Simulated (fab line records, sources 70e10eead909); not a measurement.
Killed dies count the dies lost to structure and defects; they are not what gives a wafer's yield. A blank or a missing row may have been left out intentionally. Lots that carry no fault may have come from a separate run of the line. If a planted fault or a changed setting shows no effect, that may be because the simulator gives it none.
Chamber matching    flow nand-harc    NHARC_P_M0_CMP_23 on cmp-01 has 4 sister chambers
The step polishes, t overpolish 20 s, target thk 117.54 nm. 4 wafers are shown with their chamber, then 12 later ones without.

## WAFERS WITH THEIR CHAMBER
wafer   chamber  motor-current-A (A)
L089.6  0        11.1
L090.3  1        11.7
L090.4  2        12.2
L090.5  3        12.1

## WAFERS MISSING THEIR CHAMBER
wafer   motor-current-A (A)
L092.1  11.1
L092.3  11.9
L092.6  12.0
L094.1  11.5
L094.2  12.4
L094.5  11.9
L095.2  12.0
L095.3  12.4
L095.5  12.5
L096.3  10.8
L096.5  12.3
L096.6  11.9

## WHICH CHAMBER EACH WENT THROUGH
wafer   from the rows above           in truth
L092.1  0                             0
L092.3  can't be placed: 3 or 1 or 2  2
L092.6  can't be placed: 3 or 2 or 1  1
L094.1  can't be placed: 1 or 0       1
L094.2  can't be placed: 2 or 3       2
L094.5  can't be placed: 3 or 1 or 2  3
L095.2  can't be placed: 3 or 2 or 1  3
L095.3  can't be placed: 2 or 3       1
L095.5  can't be placed: 2 or 3       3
L096.3  0                             0
L096.5  can't be placed: 2 or 3       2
L096.6  can't be placed: 3 or 1 or 2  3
Placed correctly: 2 of 12. These rows do not allow placing 10 (true chamber among the candidates in 9). 0 placed wrongly.
How it was worked out, from the rows above alone: a wafer's distance from a chamber is the root of the sum, over the readings, of the square of ((its reading less the chamber's mean) divided by the reading's scatter). The wafer belongs to the nearest chamber; if the next one is less than 2 further off, it can't be placed. For every chamber, the mean is computed from those of its wafers that are shown. The scatter: with one shown wafer a chamber, the root of the mean of the squares of how far each hidden wafer lies from its nearest shown one.
